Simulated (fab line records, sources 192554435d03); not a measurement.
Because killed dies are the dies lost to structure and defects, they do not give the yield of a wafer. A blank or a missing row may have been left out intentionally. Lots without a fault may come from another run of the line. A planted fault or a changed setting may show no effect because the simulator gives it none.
fab line records	flow n5-finfet
record: lots: 10	wafers: 30	last-day: 17
route steps=1938 shown BEOL_M14@1732 PASSIVATION@1936
lots that met no fault: taken from a fault-free run of the same line
start-h: start of the lot's first displayed wafer, in hours after the record's first day	wait-h: hours since the lot's step before	" same as the row above	L1.1+2: several wafers, shown together as one row	- no value, or no start given	* or withheld: withheld	< > ~ a bound
route shown NAME@n: a module of which the file shows steps, and the number in the route of the first	usual: mean/standard deviation of fault-free wafers	same: alike in all rows	chamber/n: place in a boat	sites: the reading at each site	_std_site: standard deviation of those values	_edge_site: outer sites' mean less inner sites'	radius-mm: for every site, how far away it sits from the centre of the wafer	mask NAME#n: copy n	behind: the tool/chamber that last shaped the wafer	hold: cause of the lot's hold/its duration in hours/its outcome	device: transistor that didn't switch, given as n, p or np	end of line: the same wafers' tests at the end of the route	a step given without rows: its recipe and nothing more	killed: count of dies lost to structure and defects at first sort (not the wafer's yield)	map: the dies of a wafer, with x for killed, . for not killed, _ for no die there
set.NAME: setting as actually run; set.NAME@STEP: the setting as run at that earlier step	model.NAME: the simulator's own value behind a step, which no gauge read
the route's steps for a sample of lots (tables are steps, rows are wafers)
services: when a tool's chamber went out of use (start-h, in hours from the record's first day, below 0 if earlier), for how many hours, and the reason
== steps ==
step: N5_BEOL_M14_STRIP_63
recipe: chemistry: O2	power-w: 600	temp-c: 60	pressure-mtorr: 30	rf-frequency-hz: 6e+07	bias-power-w: 0	overash-fraction: 0.3	o2-flow-sccm: 225
usual: drypump-motor-current-A: 5.58/0.29	oes-product-au: 0.79/0.076	rf-vpp-V: 3.7/0.8	showerhead-plenum-p-Torr: 2.06/0.068	throttle-valve-pct: 16.63/0.24
lot.wafer	tool	chamber	start-h	wait-h	drypump-motor-current-A	oes-product-au	rf-hours-counter-h	rf-vpp-V	showerhead-plenum-p-Torr	throttle-valve-pct
L828.3	rie-diel-06	3	230	-	5.92	0.66	232	3.2	1.98	16.97
L828.4	"	0	"	"	5.98	0.84	52	2.4	2.04	16.44
L828.5	"	1	231	-	5.42	0.86	-	4.0	2.13	16.58
L830.2	rie-diel-03	3	250	-	5.92	0.73	193	3.6	2.04	16.48
L830.3	"	1	"	"	5.20	0.78	144	3.5	2.04	16.76
L830.6	"	3	"	"	5.90	0.72	-	4.9	2.04	16.50
L835.2	rie-diel-02	3	281	-	5.78	0.87	48	2.7	2.05	16.59
L835.3	"	0	"	"	5.70	0.69	248	4.0	1.95	16.84
L835.4	"	1	"	"	5.24	0.72	-	4.1	2.00	17.12
L837.1	rie-diel-03	0	305	-	5.09	0.87	26	2.4	2.15	16.25
L837.4	"	1	"	"	5.20	0.76	163	2.7	2.03	16.79
L837.5	"	3	"	"	5.94	0.70	-	3.4	2.03	16.54
L841.1	rie-diel-03	1	322	-	5.20	0.75	167	4.8	2.03	16.81
L841.2	"	3	"	"	5.87	0.71	217	5.1	2.03	16.52
L841.3	"	2	"	"	5.68	0.83	94	2.9	2.10	16.50
L843.2	rie-diel-03	3	332	-	5.95	0.71	220	4.9	2.03	16.53
L843.5	"	1	"	"	5.21	0.73	-	3.7	2.03	16.85
L843.6	"	0	"	"	5.06	0.88	-	4.2	2.14	16.28
L845.1	rie-diel-06	3	348	-	5.91	0.90	14	2.9	2.24	16.50
L845.3	"	0	"	"	6.05	0.79	97	3.4	2.02	16.54
L845.5	"	2	"	"	5.54	0.79	-	2.8	2.09	16.60
L848.2	rie-diel-02	3	356	-	5.74	0.83	80	4.0	2.04	16.61
L848.4	"	2	"	"	5.74	0.88	25	3.7	2.03	16.42
L848.6	"	2	"	"	5.69	0.87	-	3.2	2.03	16.44
L850.1	rie-diel-06	0	379	-	6.01	0.76	108	3.9	2.02	16.56
L850.5	"	2	"	"	5.52	0.79	-	2.8	2.09	16.61
L850.6	"	1	"	"	5.43	0.79	-	3.8	2.11	16.69
L851.2	rie-diel-06	2	379	-	5.54	0.77	143	3.0	2.09	16.61
L851.5	"	2	"	"	5.55	0.79	-	4.4	2.09	16.63
L851.6	"	1	"	"	5.42	0.79	-	3.2	2.11	16.65
step: N5_BEOL_M14_INSPECT_30
recipe: mode: adi	inspect-instrument: macro
usual: raw-defect-count: 2.2/1.6
lot.wafer	tool	chamber	start-h	wait-h	raw-defect-count
L828.3	defect-inspect-02	-	231.66	0.0	1
L828.4	"	-	"	"	2
L828.5	"	-	"	"	3
L830.2	defect-inspect-02	-	251.21	0.0	2
L830.3	"	-	"	"	0
L830.6	"	-	"	"	2
L835.2	defect-inspect-01	-	282.00	0.0	1
L835.3	"	-	"	"	0
L835.4	"	-	"	"	3
L837.1	defect-inspect-02	-	306.32	0.0	3
L837.4	"	-	"	"	0
L837.5	"	-	"	"	1
L841.1	defect-inspect-01	-	322.76	0.0	238
L841.2	"	-	"	"	1
L841.3	"	-	"	"	0
L843.2	defect-inspect-02	-	333.38	0.0	1
L843.5	"	-	"	"	239
L843.6	"	-	"	"	1
L845.1	defect-inspect-02	-	348.73	0.0	1
L845.3	"	-	"	"	3
L845.5	"	-	"	"	5
L848.2	defect-inspect-01	-	356.88	0.0	0
L848.4	"	-	"	"	2
L848.6	"	-	"	"	2
L850.1	defect-inspect-02	-	379.98	0.0	5
L850.5	"	-	"	"	2
L850.6	"	-	"	"	4
L851.2	defect-inspect-02	-	380.33	0.0	3
L851.5	"	-	"	"	1
L851.6	"	-	"	"	0
step: N5_BEOL_M14_DESCUM_33
recipe: chemistry: O2	time-s: 7.9	source-power-w: 50	bias-power-w: 20	pressure-mtorr: 20	rf-frequency-hz: 2.712e+07	temp-c: 40	o2-flow-sccm: 225
usual: drypump-motor-current-A: 5.57/0.3	oes-product-au: 0.80/0.08	rf-vpp-V: 242.8/1.4	showerhead-plenum-p-Torr: 2.07/0.07	throttle-valve-pct: 20.37/0.27
lot.wafer	tool	chamber	start-h	wait-h	drypump-motor-current-A	oes-product-au	rf-hours-counter-h	rf-vpp-V	showerhead-plenum-p-Torr	throttle-valve-pct
L828.3	rie-diel-06	1	232.11	0.4	5.40	0.87	51	244.2	2.13	20.34
L828.4	"	0	"	"	6.07	0.83	53	241.7	2.03	20.19
L828.5	"	0	"	"	6.04	0.84	-	241.8	2.03	20.18
L830.2	rie-diel-02	3	251.37	0.2	5.73	0.88	37	242.8	2.05	20.40
L830.3	"	2	"	"	5.67	0.68	242	244.6	2.04	20.60
L830.6	"	3	"	"	5.75	0.88	-	242.5	2.05	20.40
L835.2	rie-diel-03	2	282.07	0.1	5.72	0.86	83	245.6	2.10	20.22
L835.3	"	3	"	"	5.93	0.71	206	242.9	2.03	20.15
L835.4	"	1	"	"	5.23	0.76	155	241.4	2.03	20.53
L837.1	rie-diel-06	2	306.57	0.2	5.54	0.80	115	243.5	2.09	20.39
L837.4	"	0	"	"	6.03	0.80	-	243.3	2.02	20.22
L837.5	"	1	"	"	5.42	0.82	-	243.8	2.12	20.39
L841.1	rie-diel-03	1	322.80	0.0	5.22	0.75	168	243.4	2.03	20.57
L841.2	"	2	"	"	5.70	0.84	95	243.5	2.10	20.24
L841.3	"	3	"	"	5.90	0.71	217	243.0	2.03	20.16
L843.2	rie-diel-03	2	333.69	0.3	5.71	0.83	98	243.2	2.10	20.25
L843.5	"	2	"	"	5.70	0.82	-	243.0	2.10	20.25
L843.6	"	3	"	"	5.87	0.70	-	242.5	2.03	20.15
L845.1	rie-diel-03	1	349.23	0.5	5.22	0.74	177	242.4	2.02	20.61
L845.3	"	3	"	"	5.88	0.70	226	243.4	2.03	20.19
L845.5	"	1	"	"	5.23	0.74	-	241.1	2.02	20.60
L848.2	rie-diel-06	2	356.92	0.0	5.54	0.78	135	243.7	2.09	20.41
L848.4	"	0	"	"	6.04	0.78	101	242.3	2.02	20.25
L848.6	"	2	"	"	5.53	0.79	-	241.3	2.09	20.42
L850.1	rie-diel-03	2	380.01	0.0	5.70	0.82	113	243.4	2.09	20.27
L850.5	"	3	"	"	5.91	0.69	-	241.0	2.02	20.21
L850.6	"	0	"	"	5.08	0.85	-	243.2	2.13	20.04
L851.2	rie-diel-02	3	380.37	0.0	5.76	0.82	88	243.0	2.03	20.47
L851.5	"	3	"	"	5.76	0.81	-	242.0	2.03	20.47
L851.6	"	0	"	"	5.69	0.92	-	244.3	2.20	20.00
step: N5_BEOL_M14_TRENCH_ETCH_34
recipe: chemistry: C4F8/O2/Ar	target: SiO2	target-depth-a: 5566.5	mask-material: SOC	he-inner-torr: 15	he-outer-torr: 30	time-s: 126.9	ion-energy-ev: 800	pressure-mtorr: 20	source-w: 1905	bias-w: 2040	Ar_flow_sccm: 400	C4F8_flow_sccm: 16	O2_flow_sccm: 12
usual: drypump-motor-current-A: 5.57/0.3	oes-product-au: 0.80/0.085	rf-vpp-V: 2220/54	showerhead-plenum-p-Torr: 3.40/0.11	throttle-valve-pct: 30.8/0.4
lot.wafer	tool	chamber	start-h	wait-h	drypump-motor-current-A	oes-product-au	rf-hours-counter-h	rf-vpp-V	showerhead-plenum-p-Torr	throttle-valve-pct
L828.3	rie-diel-06	1	232.57	0.0	5.43	0.87	52	2218	3.49	30.9
L828.4	"	0	"	"	6.03	0.83	53	2220	3.31	30.4
L828.5	"	0	"	"	6.01	0.82	-	2220	3.31	30.4
L830.2	rie-diel-02	3	251.83	0.0	5.75	0.89	37	2260	3.36	31.0
L830.3	"	2	"	"	5.68	0.69	242	2179	3.35	31.0
L830.6	"	3	"	"	5.75	0.88	-	2260	3.36	31.0
L835.2	rie-diel-03	2	282.52	0.0	5.72	0.82	83	2293	3.48	30.8
L835.3	"	3	"	"	5.98	0.69	206	2172	3.38	30.6
L835.4	"	1	"	"	5.23	0.76	155	2262	3.28	30.6
L837.1	rie-diel-06	2	307.02	0.0	5.54	0.81	115	2175	3.46	31.1
L837.4	"	0	"	"	6.04	0.79	-	2217	3.30	30.4
L837.5	"	1	"	"	5.41	0.83	-	2215	3.48	30.9
L841.1	rie-diel-03	1	323.26	0.0	5.23	0.75	168	2263	3.27	30.6
L841.2	"	2	"	"	5.73	0.80	95	2294	3.47	30.8
L841.3	"	3	"	"	5.87	0.69	217	2172	3.38	30.6
L843.2	rie-diel-03	2	334.14	0.0	5.74	0.80	99	2293	3.47	30.8
L843.5	"	2	"	"	5.73	0.80	-	2293	3.47	30.8
L843.6	"	3	"	"	5.94	0.68	-	2171	3.37	30.6
L845.1	rie-diel-03	1	349.68	0.0	5.21	0.73	178	2262	3.27	30.6
L845.3	"	3	"	"	5.89	0.68	226	2171	3.37	30.6
L845.5	"	1	"	"	5.22	0.74	-	2261	3.27	30.6
L848.2	rie-diel-06	2	357.38	0.0	5.53	0.79	136	2173	3.45	31.1
L848.4	"	0	"	"	6.05	0.77	101	2218	3.29	30.4
L848.6	"	2	"	"	5.54	0.80	-	2174	3.45	31.1
L850.1	rie-diel-03	2	380.47	0.0	5.72	0.78	113	2293	3.46	30.8
L850.5	"	3	"	"	5.92	0.66	-	2170	3.36	30.6
L850.6	"	0	"	"	5.08	0.85	-	2249	3.50	30.5
L851.2	rie-diel-02	3	380.82	0.0	5.68	0.81	89	2258	3.34	31.0
L851.5	"	3	"	"	5.72	0.81	-	2259	3.34	31.0
L851.6	"	0	"	"	5.70	0.92	-	2137	3.62	30.5
step: N5_BEOL_M14_DEGAS_41
recipe: ambient: vacuum	temp-c: 300	time-s: 60
usual: heater-power-w: 462/25
lot.wafer	tool	chamber	start-h	wait-h	heater-power-w
L828.3	pvd-sputter-01	-	238.71	0.0	451
L828.4	"	-	"	"	457
L828.5	"	-	"	"	455
L830.2	pvd-sputter-02	-	254.37	0.2	485
L830.3	"	-	"	"	481
L830.6	"	-	"	"	467
L835.2	pvd-sputter-02	-	283.36	0.3	413
L835.3	"	-	"	"	495
L835.4	"	-	"	"	449
L837.1	pvd-sputter-02	-	307.76	0.2	466
L837.4	"	-	"	"	494
L837.5	"	-	"	"	463
L841.1	pvd-sputter-03	-	325.04	0.7	490
L841.2	"	-	"	"	437
L841.3	"	-	"	"	469
L843.2	pvd-sputter-02	-	336.76	0.4	426
L843.5	"	-	"	"	462
L843.6	"	-	"	"	399
L845.1	pvd-sputter-03	-	352.29	0.3	468
L845.3	"	-	"	"	502
L845.5	"	-	"	"	505
L848.2	pvd-sputter-03	-	359.57	0.2	489
L848.4	"	-	"	"	499
L848.6	"	-	"	"	505
L850.1	pvd-sputter-03	-	382.42	0.2	484
L850.5	"	-	"	"	503
L850.6	"	-	"	"	466
L851.2	pvd-sputter-03	-	383.34	0.5	505
L851.5	"	-	"	"	427
L851.6	"	-	"	"	464
step: N5_PASSIVATION_PROBE_49
usual: defect-limited-yield: 91.4/1.4	killed_at_M0_to_M3: 34/8.9	killed_at_M4_up: 13/4.6	killed-at-contacts: 12/5.5	killed-at-front-end: 41/11	killed-at-other: 3.1/2.9	killed-dies: 102/16	killed-open: 66/11	killed-short: 34/7.6	sort_bin_5_function: 5.1/0.89	sort_bin_6_memory: 3.2/0.61	sort_bin_8_speed: 0.02/0.12	sort-n-pass: 1078/16
same: gross-dies: 1180	killed-at-back-side: 0	sort_bin_4_leakage[%]: 0
lot.wafer	tool	chamber	start-h	wait-h	defect-limited-yield[%]	killed_at_M0_to_M3	killed_at_M4_up	killed-at-contacts	killed-at-front-end	killed-at-other	killed-dies	killed-open	killed-short	sort_bin_5_function[%]	sort_bin_6_memory[%]	sort_bin_8_speed[%]	sort-n-pass
L841.1	prober-02	-	346.22	0.0	85.4	34	101	7	28	2	172	53	27	10.3	2.9	0.17	1008
L841.2	prober-02	-	346.27	0.1	92.4	21	10	7	51	1	90	64	25	4.4	3.1	0	1090
L841.3	prober-02	-	346.32	0.1	91.1	63	13	5	20	4	105	62	39	5.0	3.6	0	1075
L843.2	prober-02	-	358.13	0.1	89.7	32	13	15	56	6	122	76	45	6.4	3.6	0	1058
L843.5	prober-02	-	358.28	0.2	82.7	30	106	7	54	7	204	75	37	11.3	5.1	0	976
L843.6	prober-02	-	358.33	0.3	92.2	26	9	4	38	15	92	67	23	3.6	4.0	0	1088
killed by level:class
L841.1 BEOL_M14:unspecified=90 BEOL_M2:geometric-particle:open=7 STI_FIN_REVEAL:geometric-particle:open=7 BEOL_M0_SAQP:geometric-particle:short=7 BEOL_M1:geometric-particle:open=7 FIN_SAQP:geometric-particle:short=6 FIN_SAQP:geometric-particle:open=6 MOL_CONTACT_COAG:geometric-particle:open=5
L841.2 FIN_SAQP:geometric-particle:open=20 FIN_SAQP:geometric-particle:short=8 BEOL_M0_SAQP:geometric-particle:open=7 DUMMY_GATE:geometric-particle:open=6 MOL_CONTACT_COAG:geometric-particle:open=6 BEOL_M0_SAQP:geometric-particle:short=6 BEOL_M3:geometric-particle:open=6 STARTING-WAFER:geometric-particle:short=4
L841.3 BEOL_M0_SAQP:geometric-particle:open=18 BEOL_M0_SAQP:geometric-particle:short=15 BEOL_M1:geometric-particle:open=7 BEOL_M2:geometric-particle:open=6 BEOL_M3:geometric-particle:open=6 STI_FIN_REVEAL:geometric-particle:open=5 BEOL_M1:geometric-particle:short=5 BEOL_M4:geometric-particle:open=4
L843.2 STI_FIN_REVEAL:geometric-particle:open=15 MOL_CONTACT_COAG:geometric-particle:open=12 DUMMY_GATE:geometric-particle:open=11 BEOL_M0_SAQP:geometric-particle:open=11 BEOL_M0_SAQP:geometric-particle:short=8 FIN_SAQP:geometric-particle:short=6 BEOL_M4:geometric-particle:open=6 STI_FIN_REVEAL:geometric-particle:short=5
L843.5 BEOL_M14:unspecified=91 STI_FIN_REVEAL:geometric-particle:open=16 DUMMY_GATE:geometric-particle:open=8 BEOL_M3:geometric-particle:open=8 FIN_SAQP:geometric-particle:open=7 BEOL_M4:geometric-particle:open=7 GATE_CUT:geometric-particle:short=6 BEOL_M0_SAQP:geometric-particle:short=6
L843.6 STI_FIN_REVEAL:geometric-particle:open=8 DUMMY_GATE:geometric-particle:open=8 BEOL_M0_SAQP:geometric-particle:open=8 MIM_TOP_ETCH:geometric-particle:short=8 GATE_CUT:geometric-particle:open=7 STARTING-WAFER:geometric-particle:open=5 BEOL_M2:geometric-particle:open=4 GATE_CUT:geometric-particle:short=4
== services ==
tool	chamber	start-h	hours	kind
rie-diel-03	0	211.06	-	clean
rie-diel-03	0	211.06	-	consumable-replace:focus-ring
rie-diel-03	0	211.06	26.7	scheduled-down
rie-diel-03	0	211.06	26.7	vent-cycle
rie-diel-02	-	223.96	2.3	repair
rie-diel-03	2	228.06	8.4	repair
rie-diel-06	2	235.93	8.0	repair
rie-diel-02	0	246.25	4.4	repair
rie-diel-06	3	253.06	2.6	repair
rie-diel-02	2	277.61	-	clean
rie-diel-02	2	277.61	-	consumable-replace:focus-ring
rie-diel-02	2	277.61	20.2	scheduled-down
rie-diel-02	2	277.61	20.2	vent-cycle
rie-diel-06	3	286.58	-	clean
rie-diel-06	3	286.58	-	consumable-replace:focus-ring
rie-diel-06	3	286.58	-	consumable-replace:showerhead
rie-diel-06	3	286.58	22.1	scheduled-down
rie-diel-06	3	286.58	22.1	vent-cycle
rie-diel-03	-	308.90	0.2	repair
rie-diel-06	3	322.17	1.7	repair
rie-diel-03	2	339.80	2.8	repair
pvd-sputter-01	-	366.77	2.1	repair
pvd-sputter-03	-	381.22	0.7	repair
rie-diel-02	0	382.58	4.9	repair
== key ==
first-sign: step: N5_BEOL_M14_INSPECT_30	reading: raw-defect-count	direction: up	sigmas: 99+	usual: 2.2	struck: 238.5
effect: step: N5_PASSIVATION_PROBE_49	reading: killed_at_M4_up	direction: up	sigmas: 20	usual: 13	struck: 104
more-kills-born-at: N5_BEOL_M14_STRIP_63@rie-diel-03: 181
met-at N5_BEOL_M14_STRIP_63
struck-lots L841,L843
struck-wafers L841.1,L843.5
not-acting-at N5_BEOL_M14_DESCUM_33,N5_BEOL_M14_TRENCH_ETCH_34,N5_BEOL_M14_DEGAS_41
onset-between 305 322
fault: kind: chamber-particle-source	tool: rie-diel-03	chamber: 1	onset-h: 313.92	steps: N5_BEOL_M14_STRIP_63	rate-per-visit-cm2: 0.38276	end-h: 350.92
